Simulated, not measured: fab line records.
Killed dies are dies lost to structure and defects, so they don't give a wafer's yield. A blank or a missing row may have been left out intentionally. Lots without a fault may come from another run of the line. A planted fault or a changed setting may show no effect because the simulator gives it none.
fab line records	flow nand-harc
record: lots: 6	wafers: 18	last-day: 24
route steps=1159 shown A_BLC@967
lots that met no fault: from a run of the same line without faults
start-h: start of the lot's first displayed wafer, in hours after the record's first day	wait-h: hours elapsed since this lot's preceding step	" same as the row above	L1.1+2: several wafers, shown together as one row	- no value present, or no start provided	* or withheld: withheld	< > ~ a bound
route shown NAME@n: a module of which the file shows steps, and the number in the route of the first	usual: average and standard deviation across the fault-free wafers	same: alike in all rows	chamber/n: place in a boat	sites: the reading at each site	_std_site: how widely they spread, as a standard deviation	_edge_site: inner sites' mean taken away from outer sites' mean	radius-mm: how far each site lies from the wafer's centre	mask NAME#n: copy n	behind: tool/chamber where the wafer was last shaped	hold: what put the lot on hold/how long, in hours/how the hold closed	device: whichever transistor did not switch (one of n, p or np)	end of line: the tests these same wafers got at the end of their route	a step with no rows: only its recipe	killed: dies lost to structure and defects at the first sort, not the wafer's yield	map: shows each die of a wafer: x if killed, . if not, _ if none is there
set.NAME: the setting the step ran with; set.NAME@STEP: the setting that earlier step ran with	model.NAME: the simulator's own value behind a step, which no gauge read
lots seen at some steps along the route; tables by step, rows by wafer
services: when a tool's chamber went out of use (start-h, in hours from the record's first day, below 0 if earlier), for how many hours, and the reason
== steps ==
step: NHARC_A_BLC_COAT_03
recipe: temp-c: 225	time-s: 65
step: NHARC_A_BLC_COAT_04
recipe: spin-rpm: 1500	resist-thk-nm: 90
step: NHARC_A_BLC_SOFTBAKE_05
recipe: temp-c: 105	time-s: 55
step: NHARC_A_BLC_EBR_06
step: NHARC_A_BLC_EXPOSE_07
recipe: na: 1.35	target-cd-nm: 100	dose-mj: 67.97	mask-id: A_BLC
step: NHARC_A_BLC_PEB_08
recipe: peb-temp-c: 100	peb-time-s: 65
step: NHARC_A_BLC_DEVELOP_09
recipe: develop-time-s: 35	dev-temp-c: 23
step: NHARC_A_BLC_CD_MEAS_10
recipe: target-cd-nm: 100	landing-energy-ev: 500
usual: cd-nm: 100.1/0.86
lot.wafer	tool	chamber	start-h	wait-h	cd-nm
L383.1	cd-sem-01	0	421.06	-	100.2
L383.2	"	0	"	"	100.3
L383.6	"	0	"	"	98.9
L388.3	cd-sem-03	0	447.82	-	98.7
L388.4	"	0	"	"	98.7
L388.5	"	0	"	"	98.1
L393.1	cd-sem-01	0	474.62	-	100.7
L393.5	"	0	"	"	100.7
L393.6	"	0	"	"	101.1
L389.2	cd-sem-02	0	476.24	-	99.3
L389.4	"	0	"	"	101.6
L389.5	"	0	"	"	100.4
L392.3	cd-sem-01	0	477.67	-	100.7
L392.4	"	0	"	"	100.0
L392.6	"	0	"	"	100.2
L399.2	cd-sem-01	0	523.60	-	100.0
L399.5	"	0	"	"	100.4
L399.6	"	0	"	"	100.2
step: NHARC_A_BLC_OVL_MEAS_11
usual: overlay-x-nm: 0.0/0.73	overlay-y-nm: 0.1/0.78
lot.wafer	tool	chamber	start-h	wait-h	overlay-x-nm	overlay-y-nm
L383.1	overlay-01	-	421.15	-	0.5	1.0
L383.2	"	-	"	"	0.2	0.3
L383.6	"	-	"	"	0.5	0.6
L388.3	overlay-01	-	447.91	-	0.8	-0.6
L388.4	"	-	"	"	1.3	-1.1
L388.5	"	-	"	"	0.5	-1.4
L393.1	overlay-01	-	474.72	-	0.1	-0.7
L393.5	"	-	"	"	0.4	-0.4
L393.6	"	-	"	"	-0.2	-0.5
L389.2	overlay-02	-	476.32	-	-0.1	0.2
L389.4	"	-	"	"	-0.1	0.5
L389.5	"	-	"	"	0.5	0.1
L392.3	overlay-02	-	477.75	-	0.6	-0.3
L392.4	"	-	"	"	0.3	0.0
L392.6	"	-	"	"	0.8	0.0
L399.2	overlay-02	-	523.69	-	0.2	-0.6
L399.5	"	-	"	"	-0.1	-0.3
L399.6	"	-	"	"	0.3	-0.6
step: NHARC_A_BLC_INSPECT_12
usual: raw-defect-count: 28/12
lot.wafer	tool	chamber	start-h	wait-h	raw-defect-count
L383.1	defect-inspect-01	-	421.19	0.0	35
L383.2	"	-	"	"	36
L383.6	"	-	"	"	40
L388.3	defect-inspect-01	-	447.94	0.0	26
L388.4	"	-	"	"	25
L388.5	"	-	"	"	28
L393.1	defect-inspect-01	-	474.76	0.0	38
L393.5	"	-	"	"	41
L393.6	"	-	"	"	40
L389.2	defect-inspect-02	-	476.36	0.0	38
L389.4	"	-	"	"	53
L389.5	"	-	"	"	40
L392.3	defect-inspect-01	-	477.79	0.0	33
L392.4	"	-	"	"	21
L392.6	"	-	"	"	33
L399.2	defect-inspect-02	-	523.73	0.0	50
L399.5	"	-	"	"	56
L399.6	"	-	"	"	44
step: NHARC_A_BLC_DESCUM_15
recipe: time-s: 3	o2-flow-sccm: 200	ar-flow-sccm: 0	bias-power-w: 0	chemistry: O2
usual: drypump-motor-current-A: 5.7/0.63	oes-product-au: 1.003/0.012	rf-vpp-V: 57.7/0.97	showerhead-plenum-p-Torr: 1.91/0.088	throttle-valve-pct: 11.313/0.0092
lot.wafer	tool	chamber	start-h	wait-h	drypump-motor-current-A	oes-product-au	rf-hours-counter-h	rf-vpp-V	showerhead-plenum-p-Torr	throttle-valve-pct
L383.1	rie-diel-08	1	421.25	0.1	6.0	1.025	9	58.6	2.02	11.306
L383.2	"	0	"	"	5.6	0.998	11	58.2	1.77	11.320
L383.6	"	1	"	"	6.0	1.030	-	57.5	2.02	11.324
L388.3	rie-diel-03	2	448.01	0.1	6.8	1.013	6	58.3	1.86	11.331
L388.4	"	3	"	"	5.3	1.008	6	56.3	1.92	11.314
L388.5	"	1	"	"	5.3	1.005	-	57.6	2.05	11.304
L393.1	rie-diel-11	2	474.83	0.1	6.5	1.006	40	59.2	1.92	11.314
L393.5	"	1	"	"	5.2	1.004	-	56.1	1.78	11.297
L393.6	"	2	"	"	6.5	1.000	-	58.0	1.92	11.302
L389.2	rie-diel-03	2	476.42	0.1	6.9	1.012	11	59.6	1.86	11.310
L389.4	"	3	"	"	5.3	1.018	11	58.1	1.92	11.330
L389.5	"	3	"	"	5.3	1.031	-	57.5	1.92	11.311
L392.3	rie-diel-03	1	477.85	0.1	5.3	0.989	11	57.5	2.05	11.304
L392.4	"	3	"	"	5.3	1.015	11	55.6	1.92	11.302
L392.6	"	1	"	"	5.3	0.994	-	58.9	2.05	11.327
L399.2	rie-diel-11	0	523.80	0.1	6.0	0.992	57	58.2	1.91	11.290
L399.5	"	3	"	"	5.9	0.997	-	57.6	1.86	11.288
L399.6	"	0	"	"	6.1	0.987	-	56.3	1.91	11.327
step: NHARC_A_BLC_ETCH_16
recipe: target-depth-a: 390	over-etch-frac: 0.3	time-s: 65	ion-energy-ev: 80	cf4-flow-sccm: 150	ar-flow-sccm: 0	rf-w: 300	bias-w: 100	chemistry: CF4
usual: drypump-motor-current-A: 5.6/0.62	oes-product-au: 1.001/0.011	rf-vpp-V: 151.1/1.3	run-length-s: 86.3/0.55	showerhead-plenum-p-Torr: 1.77/0.075	throttle-valve-pct: 13.284/0.0088
lot.wafer	tool	chamber	start-h	wait-h	drypump-motor-current-A	oes-product-au	rf-hours-counter-h	rf-vpp-V	run-length-s	showerhead-plenum-p-Torr	throttle-valve-pct
L383.1	rie-diel-08	1	421.33	0.1	6.0	1.010	9	152.2	86.1	1.86	13.274
L383.2	"	0	"	"	5.6	0.993	11	149.8	85.8	1.65	13.298
L383.6	"	2	"	"	5.7	1.003	-	151.0	85.2	1.68	13.293
L388.4	rie-diel-03	3	448.09	0.1	5.3	1.017	6	152.5	85.9	1.78	13.273
L388.3	"	1	"	"	5.3	0.994	6	153.3	86.6	1.89	13.254
L388.5	"	3	"	"	5.2	1.015	-	150.4	86.0	1.78	13.287
L393.1	rie-diel-11	3	474.91	0.1	5.9	0.991	42	149.5	86.2	1.73	13.292
L393.6	"	2	"	"	6.5	1.005	-	150.7	86.0	1.77	13.291
L393.5	"	3	"	"	5.9	0.993	-	150.2	86.5	1.73	13.271
L389.4	rie-diel-03	0	476.57	0.1	4.8	0.993	11	152.1	86.5	1.79	13.293
L389.2	"	2	"	"	6.9	1.015	11	149.5	86.3	1.72	13.287
L389.5	"	1	"	"	5.4	0.996	-	152.5	86.9	1.88	13.271
L392.4	rie-diel-03	0	477.94	0.1	4.8	1.000	11	151.7	86.9	1.79	13.288
L392.3	"	1	"	"	5.4	0.990	11	151.9	87.4	1.88	13.293
L392.6	"	0	"	"	4.8	0.987	-	151.1	87.1	1.79	13.298
L399.2	rie-diel-11	0	523.88	0.1	6.1	0.987	57	150.9	86.9	1.76	13.272
L399.5	"	0	"	"	6.1	0.980	-	150.0	86.7	1.76	13.297
L399.6	"	1	"	"	5.2	1.008	-	148.7	87.2	1.65	13.278
step: NHARC_A_BLC_ETCH_17
recipe: target-depth-a: 3900	over-etch-frac: 0.25	time-s: 609.38	ion-energy-ev: 200	n2-flow-sccm: 150	h2-flow-sccm: 150	ar-flow-sccm: 0	rf-w: 400	bias-w: 150	chemistry: N2/H2
usual: drypump-motor-current-A: 5.7/0.63	oes-product-au: 1.003/0.013	rf-vpp-V: 430.4/2.7	run-length-s: 630.7/0.49	showerhead-plenum-p-Torr: 2.04/0.092	throttle-valve-pct: 14.171/0.0099
lot.wafer	tool	chamber	start-h	wait-h	drypump-motor-current-A	oes-product-au	rf-hours-counter-h	rf-vpp-V	run-length-s	showerhead-plenum-p-Torr	throttle-valve-pct
L383.1	rie-diel-08	2	421.47	-	5.7	1.024	11	428.4	629.5	1.93	14.174
L383.2	"	3	"	"	5.0	0.998	9	429.5	630.5	2.04	14.171
L383.6	"	2	"	"	5.7	1.001	-	426.9	630.0	1.93	14.181
L388.4	rie-diel-03	0	448.22	-	4.8	1.002	6	432.8	631.0	2.07	14.183
L388.3	"	2	"	"	6.9	1.006	6	429.2	630.6	1.98	14.173
L388.5	"	0	"	"	4.8	1.004	-	431.2	631.2	2.07	14.185
L393.1	rie-diel-11	1	475.00	-	5.2	1.012	37	427.1	631.8	1.89	14.168
L393.5	"	1	"	"	5.2	1.013	-	426.1	631.4	1.89	14.179
L393.6	"	2	"	"	6.5	1.011	-	430.3	630.7	2.04	14.178
L389.2	rie-diel-03	2	476.71	-	6.9	1.018	11	428.1	589.4	1.98	14.183
L389.4	"	3	"	"	5.3	1.016	11	431.1	589.0	2.05	14.173
L389.5	"	2	"	"	6.9	1.012	-	428.2	589.5	1.98	14.188
L392.4	rie-diel-03	1	478.07	-	5.3	0.993	11	433.1	589.7	2.19	14.190
L392.3	"	3	"	"	5.3	1.016	11	431.5	589.3	2.05	14.176
L392.6	"	0	"	"	4.8	0.990	-	431.7	590.0	2.07	14.175
L399.2	rie-diel-11	0	524.01	-	6.1	1.000	57	428.6	630.7	2.03	14.175
L399.5	"	3	"	"	5.9	1.000	-	427.7	630.6	1.98	14.160
L399.6	"	0	"	"	6.1	0.996	-	429.5	630.7	2.03	14.161
step: NHARC_A_BLC_ETCH_18
recipe: target-depth-a: 9100	c4f8-flow-sccm: 20	o2-flow-sccm: 10	ar-flow-sccm: withheld	rf-w: 600	bias-w: 1500	chemistry: C4F8/O2/Ar
usual: oes-product-au: 0.952/0.02	rf-vpp-V: 978/5.9
lot.wafer	tool	chamber	start-h	wait-h	oes-product-au	rf-hours-counter-h	rf-vpp-V
L383.1	rie-diel-08	3	-	-	0.948	9	977
L383.2	"	0	"	"	0.958	11	968
L383.6	"	3	"	"	0.960	-	977
L388.4	rie-diel-03	2	-	-	0.979	6	974
L388.3	"	3	"	"	0.979	6	978
L388.5	"	0	"	"	0.979	-	979
L393.1	rie-diel-11	3	-	-	0.924	43	975
L393.6	"	3	"	"	0.926	-	974
L393.5	"	0	"	"	0.913	-	978
L389.2	rie-diel-03	0	-	-	0.958	11	980
L389.4	"	1	"	"	0.946	11	989
L389.5	"	2	"	"	0.954	-	974
L392.4	rie-diel-03	0	-	-	0.966	11	980
L392.3	"	3	"	"	0.994	11	980
L392.6	"	0	"	"	0.972	-	981
L399.2	rie-diel-11	1	-	-	0.943	53	967
L399.5	"	1	"	"	0.933	-	967
L399.6	"	2	"	"	0.918	-	979
== services ==
tool	chamber	start-h	hours	kind
rie-diel-03	0	401.31	-	clean
rie-diel-03	1	401.31	-	clean
rie-diel-03	2	401.31	-	clean
rie-diel-03	3	401.31	-	clean
rie-diel-08	-	424.65	61.7	repair
rie-diel-03	0	425.81	-	clean
rie-diel-03	1	425.81	-	clean
rie-diel-03	2	425.81	-	clean
rie-diel-03	3	425.81	-	clean
rie-diel-03	0	450.55	-	clean
rie-diel-03	1	450.55	-	clean
rie-diel-03	2	450.55	-	clean
rie-diel-03	3	450.55	-	clean
rie-diel-03	0	475.05	-	clean
rie-diel-03	1	475.05	-	clean
rie-diel-03	2	475.05	-	clean
rie-diel-03	3	475.05	-	clean
rie-diel-08	-	486.38	9.0	pm
rie-diel-03	0	499.55	-	clean
rie-diel-03	1	499.55	-	clean
rie-diel-03	2	499.55	-	clean
rie-diel-03	3	499.55	-	clean
rie-diel-03	-	512.05	0.4	repair
rie-diel-03	0	524.05	-	clean
== key ==
first-sign: step: NHARC_A_BLC_ETCH_17	reading: run-length-s	direction: down	sigmas: 83	usual: *	struck: *
effect none on later readings
met-at NHARC_A_BLC_ETCH_17
struck-wafers L389.2,L389.4,L389.5,L392.3,L392.4,L392.6
tester-left-out L389,L392
onset-between 448.22 476.71
fault: kind: process-parameter-drift	tool: rie-diel-03	chamber: -	onset-h: 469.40	steps: NHARC_A_BLC_ETCH_17	channel: time-s	offset: *	shape: step	end-h: 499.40	acts-in: *	stated: *
tester-left-out: of these lots the tester's yield and bins aren't shown, on N5 and GAA mostly nor the transistor test; their killed dies are dies lost to structure and defects alone, not to doping, threshold or leakage, so they don't give the yield
